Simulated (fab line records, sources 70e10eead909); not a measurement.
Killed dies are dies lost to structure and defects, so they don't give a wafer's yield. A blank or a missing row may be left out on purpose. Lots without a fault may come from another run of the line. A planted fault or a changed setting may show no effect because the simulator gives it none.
Chamber matching | flow nand_harc | NHARC_P_ZERO_WELL_DESCUM_26 on rie_diel-07: 4 sister chambers
The step chemistry O2, time 3 s. 4 wafers are shown with their chamber, then 12 later ones without.

WAFERS WITH THEIR CHAMBER
wafer  | chamber | showerhead_plenum_p_Torr (Torr)
L085.5 | 0       | 1.79
L088.2 | 1       | 1.82
L088.3 | 3       | 2.06
L088.5 | 2       | 1.91

WAFERS WITHOUT THEIR CHAMBER
wafer  | showerhead_plenum_p_Torr (Torr)
L091.1 | 1.78
L091.3 | 1.82
L091.6 | 1.78
L091.2 | 1.91
L091.4 | 2.05
L091.5 | 1.82
L096.2 | 2.04
L096.4 | 1.90
L096.6 | 2.04
L097.2 | 2.04
L097.4 | 1.81
L097.6 | 1.90

WHICH CHAMBER EACH WENT THROUGH
wafer  | from the rows above     | in truth
L091.1 | 0                       | 0
L091.3 | 1                       | 1
L091.6 | 0                       | 0
L091.2 | 2                       | 2
L091.4 | 3                       | 3
L091.5 | 1                       | 1
L096.2 | 3                       | 3
L096.4 | 2                       | 2
L096.6 | 3                       | 3
L097.2 | 3                       | 3
L097.4 | can't be placed: 1 or 0 | 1
L097.6 | 2                       | 2
Placed correctly: 11 of 12. Can't be placed from these rows: 1 (the true chamber is among the candidates in 1). Placed wrongly: 0.
How it was worked out, from the rows above alone: a wafer's distance from a chamber is the root of the sum, over the readings, of the square of ((its reading less the chamber's mean) divided by the reading's scatter). The wafer belongs to the nearest chamber; if the next one is less than 2 further off, it can't be placed. A chamber's mean is the mean of its shown wafers. The scatter: with one shown wafer a chamber, the root of the mean of the squares of how far each hidden wafer lies from its nearest shown one.
